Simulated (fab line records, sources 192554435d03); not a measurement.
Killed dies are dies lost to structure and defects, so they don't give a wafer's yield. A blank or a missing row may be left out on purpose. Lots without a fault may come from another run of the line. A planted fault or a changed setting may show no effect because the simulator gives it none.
Which tool did it? | flow n5_finfet | 9 lots, 26 wafers sampled, at 5 steps of a route of 1938

WHAT THE GAUGES READ, wafer by wafer
N5_SD_EPI_P_CD_MEAS_09: target cd 240 nm. Usual: cd_nm 240.2 nm, standard deviation 0.8.
lot  | measured    | on        | cd_nm (nm)        | flag
L230 | day 3 08:19 | cd_sem-01 | 238.5 239.5 238.8 |
L232 | day 3 17:11 | cd_sem-02 | 240.1 239.3 241.6 |
L235 | day 4 15:44 | cd_sem-02 | 239.9 240.2 239.6 |
L237 | day 5 00:31 | cd_sem-02 | 240.7 241.2 240.1 |
L243 | day 6 12:45 | cd_sem-03 | 239.8 240.6 239.9 |
L244 | day 6 17:37 | cd_sem-01 | 240.3 239.3       |
L251 | day 8 10:41 | cd_sem-02 | 240.9 241.3 241.0 |
L252 | day 8 19:06 | cd_sem-02 | 240.5 241.4 240.0 |
L253 | day 8 22:56 | cd_sem-01 | 240.3 239.6 240.8 |

N5_BEOL_M4_RC_MEAS_101. Usual: DIBL_N 36.0 mV/V, standard deviation 2.2; DIBL_P 35.9 mV/V, standard deviation 2.6; IOFF_N 0.16 nA/um, standard deviation 0.038; IOFF_P 0.21 nA/um, standard deviation 0.042; ION_N 675 uA/um, standard deviation 15; ION_P 463 uA/um, standard deviation 10; SS_N 71.5 mV/dec, standard deviation 0.62; SS_P 73.2 mV/dec, standard deviation 0.76; VT_N 250 mV, standard deviation 4.1; VT_P -251 mV, standard deviation 3.6.
lot  | measured     | on        | DIBL_N (mV/V)  | DIBL_P (mV/V)  | IOFF_N (nA/um) | IOFF_P (nA/um) | ION_N (uA/um) | ION_P (uA/um) | SS_N (mV/dec)  | SS_P (mV/dec)  | VT_N (mV)   | VT_P (mV)      | flag
L230 | day 7 20:41  | prober-01 | 35.0 32.8 33.8 | 34.6 32.3 32.1 | 0.13 0.11 0.12 | 0.20 0.17 0.16 | 672 658 665   | 464 457 461   | 71.2 70.6 71.6 | 72.7 72.4 72.1 | 250 256 254 | -250 -251 -251 |
L232 | day 8 00:55  | prober-02 | 36.3 35.1 32.8 | 37.2 36.8 34.1 | 0.17 0.15 0.12 | 0.21 0.19 0.16 | 675 662 672   | 458 454 463   | 72.3 71.6 70.7 | 73.5 73.3 72.1 | 249 251 253 | -252 -252 -255 |
L235 | day 9 03:22  | prober-01 | 38.7 36.1 33.1 | 39.3 35.5 32.3 | 0.21 0.16 0.12 | 0.26 0.19 0.16 | 690 675 662   | 471 459 452   | 72.2 72.4 71.2 | 74.5 73.7 72.1 | 245 249 252 | -249 -251 -253 |
L237 | day 9 22:17  | prober-01 | 36.5 34.2 35.0 | 35.6 34.0 34.3 | 0.15 0.13 0.13 | 0.20 0.19 0.19 | 672 682 673   | 462 473 465   | 71.5 70.9 70.7 | 73.3 72.4 72.6 | 249 253 251 | -249 -250 -249 |
L243 | day 11 13:40 | prober-02 | 35.7 32.8 36.7 | 35.0 31.4 36.2 | 0.15 0.11 0.16 | 0.19 0.15 0.23 | 671 670 669   | 464 458 466   | 70.9 70.7 71.8 | 72.2 72.1 73.1 | 248 253 249 | -250 -254 -247 |
L244 | day 11 07:28 | prober-02 | 36.8 36.8      | 35.6 38.0      | 0.16 0.16      | 0.23 0.28      | 677 685       | 467 483       | 70.6 71.2      | 73.3 72.7      | 249 250     | -247 -250      |
L251 | day 13 02:10 | prober-02 | 35.9 32.9 33.8 | 36.9 32.5 31.9 | 0.17 0.12 0.12 | 0.28 0.19 0.18 | 684 663 656   | 476 462 454   | 71.5 70.3 70.8 | 74.2 72.6 72.2 | 249 255 252 | -243 -249 -251 |
L252 | day 13 18:15 | prober-01 | 37.4 33.0 37.6 | 40.0 33.5 40.5 | 0.21 0.14 0.22 | 0.26 0.17 0.25 | 678 679 692   | 458 467 470   | 71.8 71.5 72.9 | 74.5 72.5 74.6 | 242 249 244 | -250 -254 -249 |
L253 | day 13 18:21 | prober-02 | 36.0 35.7 35.6 | 37.0 36.7 37.8 | 0.18 0.18 0.19 | 0.25 0.25 0.28 | 684 693 700   | 464 475 491   | 71.0 71.2 71.5 | 73.4 73.6 74.2 | 245 244 245 | -248 -245 -245 |

WHICH TOOL RAN EACH LOT (tool, then ch and the chambers of the sampled wafers, then the start)
lot  | N5_SD_EPI_P_ETCH_36               | N5_SD_EPI_P_ETCH_37               | N5_SD_EPI_P_ETCH_47
L230 | rie_diel-02 ch 0,2,3, day 3 08:26 | rie_diel-02 ch 0,2,3, day 3 08:29 | rie_diel-02 ch 0,2,3, day 3 08:55
L232 | rie_diel-02 ch 0,1, day 3 17:18   | rie_diel-02 ch 0,1, day 3 17:21   | rie_diel-02 ch 0,1, day 3 17:47
L235 | rie_diel-05 ch 0,1,2, day 4 15:59 | rie_diel-05 ch 0,1,2, day 4 16:02 | rie_diel-05 ch 0,1,2, day 4 16:28
L237 | rie_diel-05 ch 1,2, day 5 01:16   | rie_diel-05 ch 1,2, day 5 01:19   | rie_diel-05 ch 1,2, day 5 01:45
L243 | rie_diel-05 ch 0,1,2, day 6 12:59 | rie_diel-05 ch 0,1,2, day 6 13:02 | rie_diel-05 ch 0,1,2, day 6 13:28
L244 | rie_diel-05 ch 2, day 6 17:44     | rie_diel-05 ch 2, day 6 17:48     | rie_diel-05 ch 2, day 6 18:13
L251 | rie_diel-03 ch 0,2,3, day 8 11:07 | rie_diel-03 ch 0,2,3, day 8 11:10 | rie_diel-03 ch 0,2,3, day 8 11:35
L252 | rie_diel-03 ch 0,1,3, day 8 19:13 | rie_diel-03 ch 0,1,3, day 8 19:17 | rie_diel-03 ch 0,1,3, day 8 19:42
L253 | rie_diel-02 ch 0,2, day 8 23:24   | rie_diel-02 ch 0,2, day 8 23:28   | rie_diel-02 ch 0,2, day 8 23:53
- N5_SD_EPI_P_ETCH_36: etches SiARC in CF4, target depth 45.5 nm, time 75.8 s.
- N5_SD_EPI_P_ETCH_37: etches SOC in N2/H2, overetch 108 nm, time 486 s.
- N5_SD_EPI_P_ETCH_47: etches SiOCN in CH3F/O2, target depth 25 nm.

WHAT THE TOOLS THEMSELVES READ (means of the sampled wafers that have a number; where no wafer has one, the mark that the record gives instead)
N5_SD_EPI_P_ETCH_36. Usual: drypump_motor_current_A 5.8 A, standard deviation 0.44; etch_rf_on_time_s 74.7 s, standard deviation 1.9; mfc_ar_sccm 100.0 sccm, standard deviation 0.31; oes_product_au 0.69 a.u., standard deviation 0.063; rf_vpp_V 184.0 V, standard deviation 0.98; showerhead_plenum_p_Torr 2.14 Torr, standard deviation 0.046; throttle_valve_pct 15.50 %, standard deviation 0.22.
lot  | tool        | drypump_motor_current_A (A) | etch_rf_on_time_s (s) | mfc_ar_sccm (sccm) | oes_product_au (a.u.) | rf_vpp_V (V) | showerhead_plenum_p_Torr (Torr) | throttle_valve_pct (%) | flag
L230 | rie_diel-02 | 5.7                         | 75.1                  | 99.8               | 0.71                  | 184.5        | 2.12                            | 15.43                  |
L232 | rie_diel-02 | 5.6                         | 72.4                  | 100.0              | 0.77                  | 183.9        | 2.09                            | 15.21                  |
L235 | rie_diel-05 | 5.8                         | 74.4                  | 99.8               | 0.67                  | 184.4        | 2.17                            | 15.46                  |
L237 | rie_diel-05 | 5.8                         | 72.4                  | 100.2              | 0.72                  | 184.5        | 2.19                            | 15.36                  |
L243 | rie_diel-05 | 5.7                         | 75.3                  | 100.1              | 0.67                  | 184.3        | 2.17                            | 15.49                  |
L244 | rie_diel-05 | 5.9                         | 72.8                  | 99.8               | 0.72                  | 184.2        | 2.17                            | 15.37                  |
L251 | rie_diel-03 | 5.9                         | 74.3                  | 100.0              | 0.68                  | 183.5        | 2.15                            | 15.53                  |
L252 | rie_diel-03 | 5.6                         | 73.5                  | 99.9               | 0.73                  | 184.6        | 2.14                            | 15.42                  |
L253 | rie_diel-02 | 5.8                         | 74.9                  | 100.1              | 0.71                  | 183.6        | 2.10                            | 15.29                  |

N5_SD_EPI_P_ETCH_37. Usual: drypump_motor_current_A 5.8 A, standard deviation 0.44; oes_product_au 0.71 a.u., standard deviation 0.057; rf_vpp_V 240.6 V, standard deviation 1.2; showerhead_plenum_p_Torr 2.54 Torr, standard deviation 0.052; throttle_valve_pct 23.8 %, standard deviation 0.34.
lot  | tool        | drypump_motor_current_A (A) | oes_product_au (a.u.) | rf_vpp_V (V) | showerhead_plenum_p_Torr (Torr) | throttle_valve_pct (%) | flag
L230 | rie_diel-02 | 5.7                         | 0.74                  | 240.6        | 2.54                            | 23.8                   |
L232 | rie_diel-02 | 5.6                         | 0.79                  | 240.8        | 2.49                            | 23.8                   |
L235 | rie_diel-05 | 5.8                         | 0.70                  | 240.8        | 2.56                            | 23.5                   |
L237 | rie_diel-05 | 5.8                         | 0.73                  | 241.4        | 2.58                            | 23.3                   |
L243 | rie_diel-05 | 5.8                         | 0.69                  | 241.2        | 2.56                            | 23.5                   |
L244 | rie_diel-05 | 5.8                         | 0.75                  | 239.9        | 2.55                            | 23.2                   |
L251 | rie_diel-03 | 5.9                         | 0.70                  | 241.0        | 2.54                            | 23.8                   |
L252 | rie_diel-03 | 5.6                         | 0.75                  | 240.5        | 2.54                            | 23.7                   |
L253 | rie_diel-02 | 5.7                         | 0.74                  | 239.8        | 2.51                            | 23.6                   |

N5_SD_EPI_P_ETCH_47. Usual: drypump_motor_current_A 5.8 A, standard deviation 0.44; mfc_ar_sccm 150.0 sccm, standard deviation 0.46; oes_product_au 0.80 a.u., standard deviation 0.071; rf_vpp_V 128.2 V, standard deviation 2.7; showerhead_plenum_p_Torr 2.00 Torr, standard deviation 0.04; throttle_valve_pct 16.21 %, standard deviation 0.21.
lot  | tool        | drypump_motor_current_A (A) | mfc_ar_sccm (sccm) | oes_product_au (a.u.) | rf_vpp_V (V) | showerhead_plenum_p_Torr (Torr) | throttle_valve_pct (%) | flag
L230 | rie_diel-02 | 5.8                         | 150.4              | 0.84                  | 130.1        | 1.99                            | 16.18                  |
L232 | rie_diel-02 | 5.6                         | 149.8              | 0.90                  | 129.1        | 1.96                            | 16.02                  |
L235 | rie_diel-05 | 5.8                         | 149.8              | 0.79                  | 127.0        | 2.02                            | 16.14                  |
L237 | rie_diel-05 | 5.8                         | 150.4              | 0.82                  | 124.3        | 2.04                            | 16.03                  |
L243 | rie_diel-05 | 5.7                         | 150.0              | 0.85                  | 126.3        | 2.02                            | 16.16                  |
L244 | rie_diel-05 | 5.9                         | 149.8              | 0.95                  | 124.0        | 2.02                            | 16.04                  |
L251 | rie_diel-03 | 5.9                         | 150.4              | 0.78                  | 128.2        | 2.00                            | 16.21                  |
L252 | rie_diel-03 | 5.6                         | 149.9              | 0.85                  | 129.1        | 2.00                            | 16.12                  |
L253 | rie_diel-02 | 5.7                         | 149.5              | 0.83                  | 130.0        | 1.97                            | 16.07                  |

THE ANSWER, worked out from the rows above alone
Rule: a lot is off if the mean of its wafers that have a number lies more than 3 standard deviations from the usual mean. A lot without any number at a reading at which 4 lots or more have one is off too. The other lots that the step has rows for count as sound. The gauges are gone through in route order, then the tools' own readings, and for those a lot's mean is taken as printed above. The first step at which some lot is off is used, and at that step the reading that is off furthest; a lot without a number counts as furthest.
No lot is off at any reading shown: from this, nothing can be told.

WHAT THE SIMULATOR HAD PUT IN
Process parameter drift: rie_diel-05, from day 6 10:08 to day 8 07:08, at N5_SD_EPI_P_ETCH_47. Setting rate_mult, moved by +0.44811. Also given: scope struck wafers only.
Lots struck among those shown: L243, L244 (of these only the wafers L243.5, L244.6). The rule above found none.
